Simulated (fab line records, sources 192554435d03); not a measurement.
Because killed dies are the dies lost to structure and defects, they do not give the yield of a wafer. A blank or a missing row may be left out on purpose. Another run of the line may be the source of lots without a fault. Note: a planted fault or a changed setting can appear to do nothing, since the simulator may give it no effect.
fab line records :: flow n5_finfet
[record]
  lots = 4
  wafers = 12
  last_day = 20
route steps=1938 shown MOL_CONTACT_COAG@577 PASSIVATION@1936
lots that met no fault: from a run of the same line without faults
start_h: hours from the record's opening day to when the first of the lot's shown wafers began :: wait_h: hours from the lot's prior step to this one :: " same as the row above :: L1.1+2: a row that stands for several wafers :: - no value, or no start was given :: * or withheld: withheld :: < > ~ a bound
route shown NAME@n: NAME is a module with steps in the file, n the number in the route of the first one :: usual: average and standard deviation across the fault-free wafers :: same: alike in all rows :: chamber/n: place in a boat :: sites: per-site readings :: _std_site: their standard deviation :: _edge_site: mean of outer sites minus mean of inner sites :: radius_mm: for every site, how far away it sits from the centre of the wafer :: mask NAME#n: copy n :: behind: the most recent tool/chamber to have shaped the wafer :: hold: reason for holding the lot/hours on hold/outcome of the hold :: device: the transistor (n, p or np) that didn't switch :: end of line: the tests these same wafers got at the end of their route :: a step with no rows: only its recipe :: killed: dies that structure and defects cost at the first sort, which is not the same as the wafer's yield :: map: shows each die of a wafer: x if killed, . if not, _ if none is there
set.NAME: setting as actually run; set.NAME@STEP: the setting as run at that earlier step :: model.NAME: the simulator's own value behind a step, which no gauge read
a table for each step, a row for each wafer; lots at some steps of the route
services: the hour from which a tool's chamber was out of use, counted from the record's first day as start_h (under 0 if before that day), plus the number of hours and why
[[steps]]
[step N5_MOL_CONTACT_COAG_ETCH_89]
[recipe]
  chemistry = N2/H2
  target = underlayer
  target_depth_a = 130
  mask_material = CAR-EUV
  time_s = 10.4
  ion_energy_ev = 200
  pressure_mtorr = 30
  source_w = 840
  bias_w = 150
  n2_flow_sccm = 200
  h2_flow_sccm = 200
  ends = cleared
[step N5_MOL_CONTACT_COAG_ETCH_90]
[recipe]
  chemistry = CF4
  target = SiARC
  target_depth_a = 130
  mask_material = CAR-EUV
  time_s = 21.7
  ion_energy_ev = 80
  pressure_mtorr = 40
  source_w = 545
  bias_w = 36
  Ar_flow_sccm = 100
  cf4_flow_sccm = 100
  ends = cleared
[step N5_MOL_CONTACT_COAG_ALD_131]
[recipe]
  material = SiO2
  target_thk_a = 50
  temp_c = 100
  ald_precursor_family = BDEAS
  ald_co_reactant = O2-plasma
  pulse_time_s = 1
  co_reactant_pulse_time_s = 1
  purge_time_s = 2
  co_reactant_purge_time_s = 2
  ald_cycles = 35
  pressure_torr = 2
[step N5_MOL_CONTACT_COAG_ETCHBACK_132]
[recipe]
  chemistry = CHF3
  target = SiO2
  target_depth_a = 100
  time_s = 6.7
  ion_energy_ev = 200
  pressure_mtorr = 30
  source_w = 610
  bias_w = 170
  Ar_flow_sccm = 200
  CHF3_flow_sccm = 50
[step N5_MOL_CONTACT_COAG_ETCH_91]
[recipe]
  chemistry = N2/H2
  target = SOC
  target_depth_a = 600
  overetch_a = 210
  mask_material = SiARC
  temp_c = 40
  time_s = 101.2
  ion_energy_ev = 200
  pressure_mtorr = 30
  source_w = 840
  bias_w = 150
  n2_flow_sccm = 200
  h2_flow_sccm = 200
[step N5_MOL_CONTACT_COAG_STRIP_92]
[recipe]
  chemistry = N2/H2
  temp_c = 40
  n2_flow_sccm = 200
  h2_flow_sccm = 200
  rf_frequency_hz = 6e+07
[step N5_MOL_CONTACT_COAG_STRIP_93]
[recipe]
  chemistry = N2/H2
  temp_c = 40
  n2_flow_sccm = 200
  h2_flow_sccm = 200
  rf_frequency_hz = 6e+07
[step N5_MOL_CONTACT_COAG_ETCHBACK_135]
[recipe]
  chemistry = CHF3
  target = SiO2
  target_depth_a = 250
  time_s = 16.7
  ion_energy_ev = 200
  pressure_mtorr = 30
  source_w = 610
  bias_w = 170
  Ar_flow_sccm = 200
  CHF3_flow_sccm = 50
[step N5_MOL_CONTACT_COAG_STRIP_118]
[recipe]
  chemistry = CHF3
  resist = SiARC
  rf_frequency_hz = 6e+07
[step N5_MOL_CONTACT_COAG_VIA_ETCH_46]
[recipe]
  chemistry = C4F6/O2
  target_depth_a = 460
  overetch_a = 92
  mask_material = SOC
  target = SiO2
  bias_w = 455
  pressure_mtorr = 10
  time_s = 40
  source_w = 325
  Ar_flow_sccm = 300
  C4F6_flow_sccm = 10
  O2_flow_sccm = 10
  ion_energy_ev = 575.3
  ends = end_point
[step N5_MOL_CONTACT_COAG_STRIP_96]
[recipe]
  chemistry = N2/H2
  power_w = 500
  temp_c = 40
  pressure_mtorr = 50
  rf_frequency_hz = 6e+07
  overash_fraction = 0.3
  bias_power_w = 28
  h2_frac = 0.5
  n2_flow_sccm = 300
  h2_flow_sccm = 300
[step N5_MOL_CONTACT_COAG_ETCH_47]
[recipe]
  chemistry = CH3F/O2
  target = SiNx
  target_depth_a = 270
  mask_material = SiO2
  stop_on = W
  over_etch_frac = 0.2
  ion_energy_ev = 120
  endpoint = OES-CN
  pressure_mtorr = 30
  source_w = 395
  bias_w = 73
  Ar_flow_sccm = 150
  CH3F_flow_sccm = 30
  O2_flow_sccm = 20
  ends = end_point
[step N5_MOL_CONTACT_COAG_STRIP_119]
[recipe]
  chemistry = N2/H2
  time_s = 30
  power_w = 1000
  temp_c = 250
  pressure_mtorr = withheld
  n2_flow_sccm = 1750
  h2_flow_sccm = 3250
[usual]
  drypump_motor_current_A = 6.06/0.19
  heater_power_w = 322/22
  temp_c = 250.01/0.17
lot.wafer: L725.3
tool: plasma_asher-01
chamber: 0
start_h: 182.76
wait_h: 0.1
drypump_motor_current_A: 6.10
heater_power_w: 292
rf_hours_counter_h: -
temp_c: 249.95

lot.wafer: L725.4
tool: plasma_asher-01
chamber: 1
start_h: 182.76
wait_h: 0.1
drypump_motor_current_A: 6.25
heater_power_w: 323
rf_hours_counter_h: -
temp_c: 249.89

lot.wafer: L725.5
tool: plasma_asher-01
chamber: 0
start_h: 182.76
wait_h: 0.1
drypump_motor_current_A: 6.10
heater_power_w: 290
rf_hours_counter_h: -
temp_c: 249.90

lot.wafer: L727.2
tool: plasma_asher-01
chamber: 0
start_h: 194.46
wait_h: 0.1
drypump_motor_current_A: 6.07
heater_power_w: 292
rf_hours_counter_h: 61
temp_c: 249.90

lot.wafer: L727.4
tool: plasma_asher-01
chamber: 1
start_h: 194.46
wait_h: 0.1
drypump_motor_current_A: 6.20
heater_power_w: 329
rf_hours_counter_h: -
temp_c: 250.44

lot.wafer: L727.6
tool: plasma_asher-01
chamber: 0
start_h: 194.46
wait_h: 0.1
drypump_motor_current_A: 6.10
heater_power_w: 295
rf_hours_counter_h: -
temp_c: 249.88

lot.wafer: L731.1
tool: plasma_asher-01
chamber: 0
start_h: 217.74
wait_h: 0.1
drypump_motor_current_A: 6.09
heater_power_w: 295
rf_hours_counter_h: 64
temp_c: 249.90

lot.wafer: L731.2
tool: plasma_asher-01
chamber: 1
start_h: 217.74
wait_h: 0.1
drypump_motor_current_A: 6.29
heater_power_w: 324
rf_hours_counter_h: 64
temp_c: 249.70

lot.wafer: L731.3
tool: plasma_asher-01
chamber: 1
start_h: 217.74
wait_h: 0.1
drypump_motor_current_A: 6.31
heater_power_w: 323
rf_hours_counter_h: -
temp_c: 249.88

lot.wafer: L733.1
tool: plasma_asher-02
chamber: 0
start_h: 237.24
wait_h: 0.1
drypump_motor_current_A: 6.19
heater_power_w: 320
rf_hours_counter_h: 118
temp_c: 250.34

lot.wafer: L733.5
tool: plasma_asher-02
chamber: 0
start_h: 237.24
wait_h: 0.1
drypump_motor_current_A: 6.16
heater_power_w: 308
rf_hours_counter_h: -
temp_c: 250.20

lot.wafer: L733.6
tool: plasma_asher-02
chamber: 1
start_h: 237.24
wait_h: 0.1
drypump_motor_current_A: 5.75
heater_power_w: 352
rf_hours_counter_h: -
temp_c: 250.14
[step N5_MOL_CONTACT_COAG_PRECLEAN_144]
[recipe]
  chemistry = alkaline_clean
  temp_c = 60
  time_s = 60
  do_ppb = 50
[step N5_MOL_CONTACT_COAG_SRD_145]
[recipe]
  dry = ipa_marangoni
  time_s = 30
  temp_c = 23
  rinse_liquid = diw
[step N5_MOL_CONTACT_COAG_COAT_62]
[recipe]
  resist = SOC
  temp_c = 250
  time_s = 60
  spin_rpm = 1500
  resist_thk_nm = 60
[step N5_MOL_CONTACT_COAG_COAT_63]
[recipe]
  resist = SiARC
  temp_c = 220
  time_s = 60
  spin_rpm = 1500
  resist_thk_nm = 10
[step N5_MOL_CONTACT_COAG_COAT_64]
[recipe]
  resist = underlayer
  temp_c = 205
  time_s = 60
  spin_rpm = 1500
  resist_thk_nm = 10
[step N5_MOL_CONTACT_COAG_COAT_34]
[recipe]
  resist = CAR-EUV
  spin_rpm = 1500
  resist_thk_nm = 40
[step N5_MOL_CONTACT_COAG_EBR_36]
[recipe]
  solvent = PGMEA
  ebr_width_mm = 1.5
[step N5_MOL_CONTACT_COAG_SOFTBAKE_35]
[recipe]
  temp_c = 110
  time_s = 60
  resist = CAR-EUV
[step N5_MOL_CONTACT_COAG_EXPOSE_37]
[recipe]
  mask_id = VD
  na = 0.33
  source_shape = annular
  sigma_inner = 0.3
  sigma_outer = 0.7
  polarization = unpolarized
  defocus_nm = 0
  dose_mj = 62
[step N5_MOL_CONTACT_COAG_PEB_38]
[recipe]
  peb_temp_c = 100
  peb_time_s = 60
  resist = CAR-EUV
[step N5_MOL_CONTACT_COAG_DEVELOP_39]
[recipe]
  develop_time_s = 30
  developer = TMAH
  resist = CAR-EUV
  rinse_liquid = surfactant_rinse
  dry = air_spin
  dev_temp_c = 23
[step N5_MOL_CONTACT_COAG_INSPECT_42]
[recipe]
  mode = adi
  inspect_instrument = brightfield
[usual]
  raw_defect_count = 215/53
lot.wafer: L725.3
tool: defect_inspect-02
chamber: -
start_h: 183.42
wait_h: 0.0
raw_defect_count: 256

lot.wafer: L725.4
tool: defect_inspect-02
chamber: -
start_h: 183.42
wait_h: 0.0
raw_defect_count: 231

lot.wafer: L725.5
tool: defect_inspect-02
chamber: -
start_h: 183.42
wait_h: 0.0
raw_defect_count: 231

lot.wafer: L727.2
tool: defect_inspect-02
chamber: -
start_h: 195.01
wait_h: 0.0
raw_defect_count: 1259

lot.wafer: L727.4
tool: defect_inspect-02
chamber: -
start_h: 195.01
wait_h: 0.0
raw_defect_count: 219

lot.wafer: L727.6
tool: defect_inspect-02
chamber: -
start_h: 195.01
wait_h: 0.0
raw_defect_count: 1413

lot.wafer: L731.1
tool: defect_inspect-02
chamber: -
start_h: 218.41
wait_h: 0.1
raw_defect_count: 1209

lot.wafer: L731.2
tool: defect_inspect-02
chamber: -
start_h: 218.41
wait_h: 0.1
raw_defect_count: 198

lot.wafer: L731.3
tool: defect_inspect-02
chamber: -
start_h: 218.41
wait_h: 0.1
raw_defect_count: 234

lot.wafer: L733.1
tool: defect_inspect-02
chamber: -
start_h: 237.79
wait_h: 0.1
raw_defect_count: 241

lot.wafer: L733.5
tool: defect_inspect-02
chamber: -
start_h: 237.79
wait_h: 0.1
raw_defect_count: 264

lot.wafer: L733.6
tool: defect_inspect-02
chamber: -
start_h: 237.79
wait_h: 0.1
raw_defect_count: 228
[step N5_MOL_CONTACT_COAG_DESCUM_45]
[recipe]
  chemistry = O2
  time_s = 7
  source_power_w = 50
  bias_power_w = 20
  pressure_mtorr = 20
  rf_frequency_hz = 2.712e+07
  temp_c = 40
  resist = CAR-EUV
  o2_flow_sccm = 225
[step N5_PASSIVATION_PROBE_49]
[usual]
  killed_at_M0_to_M3 = 36/10
  killed_at_M4_up = 14/5.2
  killed_at_contacts = 12/6
  killed_at_front_end = 37/10
  killed_at_other = 4/3.3
  killed_dies = 104/18
  killed_on_rim = 14/4.1
  killed_open = 68/14
  killed_short = 34/7.4
[same]
  gross_dies = 1180
  killed_at_back_side = 0
lot.wafer: L731.1
tool: prober-02
chamber: -
start_h: 460.04
wait_h: 0.0
killed_at_M0_to_M3: 53
killed_at_M4_up: 9
killed_at_contacts: 60
killed_at_front_end: 20
killed_at_other: 0
killed_dies: 142
killed_on_rim: 32
killed_open: 60
killed_short: 30

lot.wafer: L727.2
tool: prober-01
chamber: -
start_h: 470.39
wait_h: 0.1
killed_at_M0_to_M3: 26
killed_at_M4_up: 19
killed_at_contacts: 62
killed_at_front_end: 40
killed_at_other: 3
killed_dies: 150
killed_on_rim: 31
killed_open: 58
killed_short: 32

lot.wafer: L727.6
tool: prober-01
chamber: -
start_h: 470.59
wait_h: 0.3
killed_at_M0_to_M3: 35
killed_at_M4_up: 22
killed_at_contacts: 65
killed_at_front_end: 36
killed_at_other: 4
killed_dies: 162
killed_on_rim: 30
killed_open: 79
killed_short: 34
// killed by level:class
L731.1 MOL_CONTACT_COAG:unspecified=52 BEOL_M1:geometric_particle:open=12 BEOL_M3:geometric_particle:open=9 BEOL_M0_SAQP:geometric_particle:short=8 BEOL_M0_SAQP:geometric_particle:open=8 MOL_CONTACT_COAG:geometric_particle:open=7 FIN_SAQP:geometric_particle:open=5 BEOL_M3:geometric_particle:short=5
L727.2 MOL_CONTACT_COAG:unspecified=56 BEOL_M0_SAQP:geometric_particle:short=7 BEOL_M4:geometric_particle:open=7 FIN_SAQP:geometric_particle:short=6 STI_FIN_REVEAL:geometric_particle:open=6 BEOL_M0_SAQP:geometric_particle:open=6 FIN_SAQP:geometric_particle:open=5 DUMMY_GATE:geometric_particle:open=5
L727.6 MOL_CONTACT_COAG:unspecified=49 MOL_CONTACT_COAG:geometric_particle:open=15 FIN_SAQP:geometric_particle:open=9 BEOL_M0_SAQP:geometric_particle:open=9 BEOL_M5:geometric_particle:open=8 BEOL_M0_SAQP:geometric_particle:short=6 BEOL_M1:geometric_particle:open=6 STI_FIN_REVEAL:geometric_particle:open=5
// map L727.6 (x killed, . not)
_________________......x....x________________
______________...x.............._____________
___________.................x......__________
__________..................x......._________
________.........x...................._______
_______...............xx...x....x......______
______...........x.................x...._____
_____x......x.x.x...x...........x........____
____...............x.............x....x...___
___...x.x........................x.........__
___.x.......x.........x.....x.....x.......x__
__..................xxx........x............_
__........x......x....x................x..x._
_...................x..................x.....
_....x........xx....x...x.x..................
_.x...............................x......x...
_.........x.................x..x.....x.......
_.x............x.........x..x................
_..............x........x....................
_...x........x.x.........x..............x....
_.................x............x.............
__..............x.....x....x.x...x.....x..x._
__...........x....x...........x..........x.._
___.............x..........xx............x.__
___x.......x................x..............__
____x...........x...x.....x....x..x..x.x..___
_____......x...x........x......x...x.....____
______x..........x.......x..x.xxx..x...x_____
_______...................xx...xxxxxxxx______
________.x..x............x...xxxxxxxxx_______
__________...........x.x..xxxxxxxxxx_________
___________...........x.x..xxxxxxxx__________
______________.x.x.......x.xxxxx_____________
_________________.........xxx________________
// map L731.1 (x killed, . not)
_________________............________________
______________.................._____________
___________.......x..x..x..........__________
__________......x...............x.xx_________
________..............x..............x_______
_______............x..x....x...........______
______..x........x......................_____
_____xx......................xx..x.......____
____x..............x............x.........___
___.....................x.x...x............__
___.........x....xx..x...........xx.x......__
__.......x..xx.................x....x.x....._
__..............x....x......................_
_...x.........x......................x.......
_..........x.................................
_..x..........................x........x.....
_.....................xx...................x.
_x..............................x.....x......
_........................x.....x.x.x..x...x..
_.............................x..............
_.............x..............................
__...........x.....x............x..........._
__........xx.........x......................_
___..........x.....x.....x.x....x.....x....__
___x......................................x__
____............................x.x.......___
_____...............x.........x.x......x.____
______...x...............x.......xxxx.xx_____
_______.......................xxxxxxxxx______
________..x...x...........x.xxxxxxxxxx_______
__________................x.xxxxxxxx_________
___________.x...x.x....x...xxxxxxxx__________
______________.......x.x...xxxxx_____________
_________________.........xxx________________
[[services]]
tool: plasma_asher-01
chamber: -
start_h: 224.38
hours: 7.8
kind: pm
[[key]]
[first_sign]
  step = N5_MOL_CONTACT_COAG_INSPECT_42
  reading = raw_defect_count
  direction = up
  sigmas = 20
  usual = 215
  struck = 1294
[effect]
  step = N5_PASSIVATION_PROBE_49
  reading = killed_at_contacts
  direction = up
  sigmas = 8.5
  usual = 12
  struck = 62
[more_kills_born_at]
  N5_MOL_CONTACT_COAG_STRIP_119@plasma_asher-01 = 157
met_at N5_MOL_CONTACT_COAG_STRIP_119
struck_wafers L727.2,L727.6,L731.1
tester_left_out L727,L731
onset_between 182.76 194.46
[fault]
  kind = chamber_particle_source
  tool = plasma_asher-01
  chamber = 0
  onset_h = 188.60
  steps = N5_MOL_CONTACT_COAG_STRIP_119
  rate_per_visit_cm2 = 1.6101
  end_h = 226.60
// tester_left_out: of these lots the tester's yield and bins aren't shown, on N5 and GAA mostly nor the transistor test; their killed dies are dies lost to structure and defects alone, not to doping, threshold or leakage, so they don't give the yield
